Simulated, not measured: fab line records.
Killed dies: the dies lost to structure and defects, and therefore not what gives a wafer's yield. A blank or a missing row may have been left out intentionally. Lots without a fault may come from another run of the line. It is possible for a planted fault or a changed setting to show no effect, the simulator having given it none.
Matching of chambers || flow n5-finfet || N5_ILD0_LINER_00 on ald-sin-04 has 4 sister chambers
The step material SiNx, target thk 4 nm, pulse time 1 s, purge time 2 s. 8 wafers are shown with their chamber, then 9 later ones without.

== WAFERS, EACH WITH ITS CHAMBER ==
{"wafer": "L085.3", "chamber": 2, "heater-power-w (W)": 769, "chamber-pressure-Torr (Torr)": 1.999}
{"wafer": "L085.6", "chamber": 1, "heater-power-w (W)": 820, "chamber-pressure-Torr (Torr)": 2.005}
{"wafer": "L086.1", "chamber": 3, "heater-power-w (W)": 788, "chamber-pressure-Torr (Torr)": 1.993}
{"wafer": "L086.3", "chamber": 2, "heater-power-w (W)": 775, "chamber-pressure-Torr (Torr)": 1.998}
{"wafer": "L086.4", "chamber": 1, "heater-power-w (W)": 804, "chamber-pressure-Torr (Torr)": 2.001}
{"wafer": "L091.3", "chamber": 0, "heater-power-w (W)": 661, "chamber-pressure-Torr (Torr)": 2.000}
{"wafer": "L091.5", "chamber": 3, "heater-power-w (W)": 802, "chamber-pressure-Torr (Torr)": 1.991}
{"wafer": "L091.6", "chamber": 0, "heater-power-w (W)": 649, "chamber-pressure-Torr (Torr)": 1.998}

== WAFERS WHOSE CHAMBER IS MISSING ==
{"wafer": "L093.2", "heater-power-w (W)": 640, "chamber-pressure-Torr (Torr)": 1.997}
{"wafer": "L093.4", "heater-power-w (W)": 745, "chamber-pressure-Torr (Torr)": 1.997}
{"wafer": "L093.6", "heater-power-w (W)": 811, "chamber-pressure-Torr (Torr)": 2.003}
{"wafer": "L095.1", "heater-power-w (W)": 808, "chamber-pressure-Torr (Torr)": 2.003}
{"wafer": "L095.3", "heater-power-w (W)": 806, "chamber-pressure-Torr (Torr)": 1.995}
{"wafer": "L095.6", "heater-power-w (W)": 645, "chamber-pressure-Torr (Torr)": 2.002}
{"wafer": "L096.1", "heater-power-w (W)": 790, "chamber-pressure-Torr (Torr)": 2.001}
{"wafer": "L096.4", "heater-power-w (W)": 775, "chamber-pressure-Torr (Torr)": 1.999}
{"wafer": "L096.5", "heater-power-w (W)": 816, "chamber-pressure-Torr (Torr)": 2.006}

== WHICH CHAMBER EACH WENT THROUGH ==
{"wafer": "L093.2", "from the rows above": 0, "in truth": 0}
{"wafer": "L093.4", "from the rows above": 2, "in truth": 2}
{"wafer": "L093.6", "from the rows above": 1, "in truth": 1}
{"wafer": "L095.1", "from the rows above": 1, "in truth": 1}
{"wafer": "L095.3", "from the rows above": 3, "in truth": 3}
{"wafer": "L095.6", "from the rows above": 0, "in truth": 0}
{"wafer": "L096.1", "from the rows above": "can't be placed: 2 or 1", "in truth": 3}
{"wafer": "L096.4", "from the rows above": 2, "in truth": 2}
{"wafer": "L096.5", "from the rows above": 1, "in truth": 1}
Placed correctly: 8 of 9. Unplaceable from these rows: 1, with the true chamber sitting among the candidates in 0. Wrongly placed: 0.
How it was worked out, from the rows above alone: a wafer's distance from a chamber is the root of the sum, over the readings, of the square of ((its reading less the chamber's mean) divided by the reading's scatter). The wafer belongs to the nearest chamber; if the next one is less than 2 further off, it can't be placed. For every chamber, the mean is computed from those of its wafers that are shown. How the scatter is found: for the shown wafers, subtract from each reading the mean of its chamber, square and add these, divide the total by (wafers less chambers), then take the root.
